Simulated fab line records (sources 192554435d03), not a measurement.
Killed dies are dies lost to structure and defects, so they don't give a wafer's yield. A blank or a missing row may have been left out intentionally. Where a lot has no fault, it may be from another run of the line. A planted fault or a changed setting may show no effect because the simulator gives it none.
Which tool was responsible?	flow n5Finfet	24 lots with 72 wafers sampled at 6 steps, on a route of 1938 steps

WHAT EACH GAUGE READ, for each wafer
N5_BEOL_M3_THK_MEAS_01.
lot	measured	on	M3_ILD_THK (nm)
L074	day 7 02:19	filmMetro-01	78.8 78.4 79.3
L075	day 7 10:47	filmMetro-02	77.9 78.8 79.6
L076	day 7 16:00	filmMetro-01	79.3 79.3 78.8
L077	day 7 14:19	filmMetro-01	78.1 78.2 78.0
L078	day 7 22:26	filmMetro-02	79.1 78.3 79.9
L079	day 8 01:20	filmMetro-01	78.5 77.1 78.7
L080	day 8 15:08	filmMetro-02	79.6 79.7 78.9
L081	day 8 22:52	filmMetro-01	78.5 79.6 79.6
L082	day 8 22:57	filmMetro-01	77.9 79.0 79.6
L083	day 9 07:05	filmMetro-01	77.9 79.8 78.9
L084	day 9 10:48	filmMetro-01	78.8 77.9 78.4
L085	day 10 04:20	filmMetro-02	78.8 80.2 79.7
L087	day 10 14:39	filmMetro-01	78.8 78.0 78.9
L088	day 10 14:59	filmMetro-01	78.4 80.8 80.8
L086	day 10 16:51	filmMetro-02	78.2 77.6 78.2
L089	day 10 17:29	filmMetro-02	78.1 77.7 78.3
L090	day 10 18:16	filmMetro-02	78.1 79.8 79.0
L091	day 11 07:11	filmMetro-01	78.2 79.7 79.5
L092	day 11 09:22	filmMetro-02	77.8 79.4 78.3
L093	day 11 18:52	filmMetro-02	78.9 79.6 79.2
L094	day 12 13:02	filmMetro-01	78.2 77.9 79.5
L096	day 12 14:31	filmMetro-01	78.3 78.9 79.0
L095	day 12 16:36	filmMetro-01	77.2 78.5 79.1
L097	day 13 04:41	filmMetro-02	78.9 79.4 78.0

EACH LOT AND THE TOOL THAT RAN IT (in order: tool; ch and the chambers of the sampled wafers; start)
lot	N5_BEOL_M1_ANNEAL_93	N5_BEOL_M2_ETCH_69	N5_BEOL_M2_ANNEAL_82	N5_BEOL_M2_ANNEAL_87	N5_BEOL_M2_ANNEAL_91
L074	pvdSputter-01, day 6 17:34	rieDiel-01 ch 1,3, day 6 21:17	pvdSputter-01, day 6 23:40	pvdSputter-01, day 6 23:53	pvdSputter-01, day 7 00:20
L075	pvdSputter-01, day 6 21:19	rieDiel-06 ch 1,2,3, day 7 00:34	pvdSputter-01, day 7 08:18	pvdSputter-01, day 7 08:31	pvdSputter-01, day 7 08:58
L076	pvdSputter-03, day 6 23:58	rieDiel-01 ch 1,2,3, day 7 03:29	pvdSputter-02, day 7 13:14	pvdSputter-02, day 7 13:27	pvdSputter-02, day 7 13:53
L077	pvdSputter-02, day 7 00:43	rieDiel-06 ch 0,1,3, day 7 06:55	pvdSputter-03, day 7 11:54	pvdSputter-03, day 7 12:07	pvdSputter-03, day 7 12:34
L078	pvdSputter-02, day 7 12:16	rieDiel-06 ch 0,3, day 7 16:22	pvdSputter-01, day 7 20:01	pvdSputter-01, day 7 20:14	pvdSputter-01, day 7 20:41
L079	pvdSputter-02, day 7 16:46	rieDiel-01 ch 0,2,3, day 7 20:26	pvdSputter-02, day 7 22:56	pvdSputter-02, day 7 23:09	pvdSputter-02, day 7 23:35
L080	pvdSputter-01, day 8 00:02	rieDiel-01 ch 2,3, day 8 04:50	pvdSputter-01, day 8 12:39	pvdSputter-01, day 8 12:52	pvdSputter-01, day 8 13:19
L081	pvdSputter-02, day 8 07:45	rieDiel-01 ch 2,3, day 8 11:29	pvdSputter-01, day 8 20:25	pvdSputter-01, day 8 20:38	pvdSputter-01, day 8 21:05
L082	pvdSputter-02, day 8 11:44	rieDiel-01 ch 2,3, day 8 15:37	pvdSputter-03, day 8 20:26	pvdSputter-03, day 8 20:40	pvdSputter-03, day 8 21:06
L083	pvdSputter-02, day 8 18:05	rieDiel-06 ch 0,1,2, day 9 00:03	pvdSputter-01, day 9 04:36	pvdSputter-01, day 9 04:49	pvdSputter-01, day 9 05:16
L084	pvdSputter-02, day 8 22:40	rieDiel-01 ch 0,1, day 9 03:04	pvdSputter-01, day 9 08:17	pvdSputter-01, day 9 08:30	pvdSputter-01, day 9 08:56
L085	pvdSputter-03, day 9 14:57	rieDiel-01 ch 0,1,3, day 9 19:10	pvdSputter-02, day 10 01:48	pvdSputter-02, day 10 02:01	pvdSputter-02, day 10 02:28
L087	pvdSputter-02, day 10 00:08	rieDiel-06 ch 2,3, day 10 05:02	pvdSputter-03, day 10 12:14	pvdSputter-03, day 10 12:27	pvdSputter-03, day 10 12:53
L088	pvdSputter-01, day 10 02:31	rieDiel-02 ch 1,3, day 10 06:35	pvdSputter-02, day 10 12:25	pvdSputter-02, day 10 12:38	pvdSputter-02, day 10 13:04
L086	pvdSputter-03, day 10 02:46	rieDiel-06 ch 0,1,2, day 10 06:55	pvdSputter-02, day 10 14:21	pvdSputter-02, day 10 14:34	pvdSputter-02, day 10 15:01
L089	pvdSputter-03, day 10 05:22	rieDiel-02 ch 2,3, day 10 11:11	pvdSputter-01, day 10 15:04	pvdSputter-01, day 10 15:17	pvdSputter-01, day 10 15:43
L090	pvdSputter-02, day 10 06:43	rieDiel-02 ch 0,2,3, day 10 11:44	pvdSputter-03, day 10 15:50	pvdSputter-03, day 10 16:04	pvdSputter-03, day 10 16:30
L091	pvdSputter-03, day 10 20:14	rieDiel-01 ch 0,2,3, day 10 23:32	pvdSputter-02, day 11 04:47	pvdSputter-02, day 11 05:00	pvdSputter-02, day 11 05:26
L092	pvdSputter-03, day 11 00:26	rieDiel-06 ch 0,1,2, day 11 04:14	pvdSputter-02, day 11 06:56	pvdSputter-02, day 11 07:10	pvdSputter-02, day 11 07:36
L093	pvdSputter-01, day 11 07:26	rieDiel-01 ch 2,3, day 11 12:50	pvdSputter-02, day 11 16:26	pvdSputter-02, day 11 16:40	pvdSputter-02, day 11 17:06
L094	pvdSputter-02, day 11 19:52	rieDiel-06 ch 0,1,2, day 11 23:17	pvdSputter-03, day 12 10:37	pvdSputter-03, day 12 10:50	pvdSputter-03, day 12 11:17
L096	pvdSputter-01, day 11 20:29	rieDiel-06 ch 0,1,3, day 12 04:16	pvdSputter-01, day 12 12:06	pvdSputter-01, day 12 12:19	pvdSputter-01, day 12 12:46
L095	pvdSputter-03, day 11 23:37	rieDiel-02 ch 0,3, day 12 05:19	pvdSputter-01, day 12 14:11	pvdSputter-01, day 12 14:24	pvdSputter-01, day 12 14:50
L097	pvdSputter-01, day 12 17:01	rieDiel-02 ch 1,2,3, day 12 20:57	pvdSputter-01, day 13 02:16	pvdSputter-01, day 13 02:29	pvdSputter-01, day 13 02:55
- N5_BEOL_M1_ANNEAL_93: time 240 s.
- N5_BEOL_M2_ETCH_69: etches SiARC in CF4, target depth 15.6 nm, time 26 s.
- N5_BEOL_M2_ANNEAL_82: time 240 s.
- N5_BEOL_M2_ANNEAL_87: time 240 s.
- N5_BEOL_M2_ANNEAL_91: time 240 s.

AS READ BY THE TOOLS THEMSELVES (means over the sampled wafers that have a number; for cases with no such wafer, the mark the record gives instead)
N5_BEOL_M1_ANNEAL_93.
lot	tool	heaterPowerW (W)	susceptorTempC (C)
L074	pvdSputter-01	871	400.18
L075	pvdSputter-01	855	399.78
L076	pvdSputter-03	733	400.01
L077	pvdSputter-02	774	400.08
L078	pvdSputter-02	785	399.95
L079	pvdSputter-02	844	400.05
L080	pvdSputter-01	871	400.01
L081	pvdSputter-02	777	399.93
L082	pvdSputter-02	766	399.98
L083	pvdSputter-02	776	400.05
L084	pvdSputter-02	738	399.99
L085	pvdSputter-03	739	400.12
L087	pvdSputter-02	785	399.82
L088	pvdSputter-01	876	399.92
L086	pvdSputter-03	723	400.17
L089	pvdSputter-03	747	400.20
L090	pvdSputter-02	810	400.04
L091	pvdSputter-03	739	399.88
L092	pvdSputter-03	734	399.96
L093	pvdSputter-01	879	400.18
L094	pvdSputter-02	813	399.95
L096	pvdSputter-01	851	400.09
L095	pvdSputter-03	746	400.06
L097	pvdSputter-01	879	399.89

N5_BEOL_M2_ETCH_69.
lot	tool	drypumpMotorCurrentA (A)	etchRfOnTimeS (s)	mfcArSccm (sccm)	oesProductAu (a.u.)	rfVppV (V)	showerheadPlenumPTorr (Torr)	throttleValvePct (%)
L074	rieDiel-01	5.6	25.6	100.00	0.72	184.2	2.22	15.69
L075	rieDiel-06	5.9	26.0	99.85	0.73	183.6	2.14	15.65
L076	rieDiel-01	5.7	26.1	100.16	0.66	183.7	2.19	15.72
L077	rieDiel-06	6.0	26.0	100.18	0.73	184.1	2.14	15.72
L078	rieDiel-06	5.9	25.5	99.88	0.73	183.7	2.11	15.72
L079	rieDiel-01	5.7	25.7	99.91	0.70	185.2	2.24	15.62
L080	rieDiel-01	5.7	25.9	100.09	0.65	185.0	2.22	15.72
L081	rieDiel-01	5.7	26.2	100.11	0.65	185.0	2.22	15.73
L082	rieDiel-01	5.5	25.8	99.89	0.71	185.2	2.25	15.72
L083	rieDiel-06	6.1	25.9	99.70	0.75	183.1	2.12	15.57
L084	rieDiel-01	6.1	25.9	100.05	0.80	184.5	2.15	15.34
L085	rieDiel-01	5.8	25.7	100.12	0.76	185.5	2.21	15.50
L087	rieDiel-06	5.5	26.3	100.03	0.63	183.5	2.11	15.82
L088	rieDiel-02	5.5	26.1	100.07	0.69	184.0	2.19	15.49
L086	rieDiel-06	6.1	26.0	100.04	0.74	184.3	2.12	15.60
L089	rieDiel-02	5.7	26.3	100.05	0.72	184.0	2.17	15.16
L090	rieDiel-02	5.9	25.9	99.85	0.72	184.1	2.16	15.23
L091	rieDiel-01	5.7	26.1	100.04	0.67	185.1	2.23	15.67
L092	rieDiel-06	6.1	25.8	100.08	0.74	183.2	2.12	15.62
L093	rieDiel-01	5.5	25.8	99.91	0.67	185.0	2.24	15.77
L094	rieDiel-06	6.1	25.6	100.37	0.73	183.3	2.11	15.63
L096	rieDiel-06	6.0	26.0	100.09	0.68	183.3	2.12	15.81
L095	rieDiel-02	5.8	26.0	99.82	0.70	184.7	2.16	15.32
L097	rieDiel-02	5.7	25.9	100.15	0.68	184.8	2.18	15.52

N5_BEOL_M2_ANNEAL_82.
lot	tool	heaterPowerW (W)	susceptorTempC (C)
L074	pvdSputter-01	883	400.03
L075	pvdSputter-01	867	399.99
L076	pvdSputter-02	752	399.92
L077	pvdSputter-03	734	399.88
L078	pvdSputter-01	885	400.08
L079	pvdSputter-02	783	400.07
L080	pvdSputter-01	875	400.10
L081	pvdSputter-01	859	399.85
L082	pvdSputter-03	735	399.80
L083	pvdSputter-01	883	400.31
L084	pvdSputter-01	858	399.95
L085	pvdSputter-02	740	400.29
L087	pvdSputter-03	736	400.14
L088	pvdSputter-02	727	399.99
L086	pvdSputter-02	792	400.15
L089	pvdSputter-01	859	399.88
L090	pvdSputter-03	728	399.96
L091	pvdSputter-02	842	400.16
L092	pvdSputter-02	776	400.04
L093	pvdSputter-02	809	400.00
L094	pvdSputter-03	728	400.20
L096	pvdSputter-01	883	400.08
L095	pvdSputter-01	869	399.98
L097	pvdSputter-01	880	399.89

N5_BEOL_M2_ANNEAL_87.
lot	tool	heaterPowerW (W)	susceptorTempC (C)
L074	pvdSputter-01	869	399.89
L075	pvdSputter-01	856	400.35
L076	pvdSputter-02	738	400.11
L077	pvdSputter-03	731	400.07
L078	pvdSputter-01	869	400.02
L079	pvdSputter-02	794	400.05
L080	pvdSputter-01	850	400.30
L081	pvdSputter-01	873	400.12
L082	pvdSputter-03	729	400.04
L083	pvdSputter-01	896	400.26
L084	pvdSputter-01	861	399.73
L085	pvdSputter-02	745	399.99
L087	pvdSputter-03	751	399.94
L088	pvdSputter-02	737	400.00
L086	pvdSputter-02	794	399.99
L089	pvdSputter-01	863	400.08
L090	pvdSputter-03	733	399.72
L091	pvdSputter-02	847	400.12
L092	pvdSputter-02	778	399.90
L093	pvdSputter-02	821	399.94
L094	pvdSputter-03	722	399.99
L096	pvdSputter-01	887	399.91
L095	pvdSputter-01	874	399.74
L097	pvdSputter-01	868	400.09

N5_BEOL_M2_ANNEAL_91.
lot	tool	heaterPowerW (W)	susceptorTempC (C)
L074	pvdSputter-01	866	400.01
L075	pvdSputter-01	874	399.93
L076	pvdSputter-02	738	400.22
L077	pvdSputter-03	739	400.01
L078	pvdSputter-01	879	399.87
L079	pvdSputter-02	783	400.06
L080	pvdSputter-01	870	400.22
L081	pvdSputter-01	866	400.04
L082	pvdSputter-03	741	399.95
L083	pvdSputter-01	888	400.27
L084	pvdSputter-01	868	399.86
L085	pvdSputter-02	729	400.06
L087	pvdSputter-03	757	400.37
L088	pvdSputter-02	749	399.86
L086	pvdSputter-02	786	400.14
L089	pvdSputter-01	860	399.89
L090	pvdSputter-03	727	400.14
L091	pvdSputter-02	840	400.22
L092	pvdSputter-02	769	399.82
L093	pvdSputter-02	816	399.88
L094	pvdSputter-03	725	399.86
L096	pvdSputter-01	886	400.47
L095	pvdSputter-01	860	400.03
L097	pvdSputter-01	875	400.03

THE ANSWER, worked out from the rows above alone
Rule: the lots themselves supply what counts as usual. The widest of any qualifying gaps counts: lots, ordered by their means at a reading, are off when they make up no more than a third of the lots, leave a main group of 4 or more, and stand apart from it by 3 or more times the standard deviation of that group's means. A main group is skipped when, at the precision printed for the reading in the tables above, its means are all equal. A lot without any number at a reading at which 4 lots or more have one is off too. Where the step has rows for the other lots, those lots are counted as sound. After the gauges, taken in route order, come the tools' own readings; for these a lot's mean is taken, as printed above. The first step at which some lot is off is used, and at that step the reading that is off furthest; a lot without a number counts as furthest.
No lot is off on any of the readings shown, so nothing can be concluded from this.

WHAT THE SIMULATOR PUT IN
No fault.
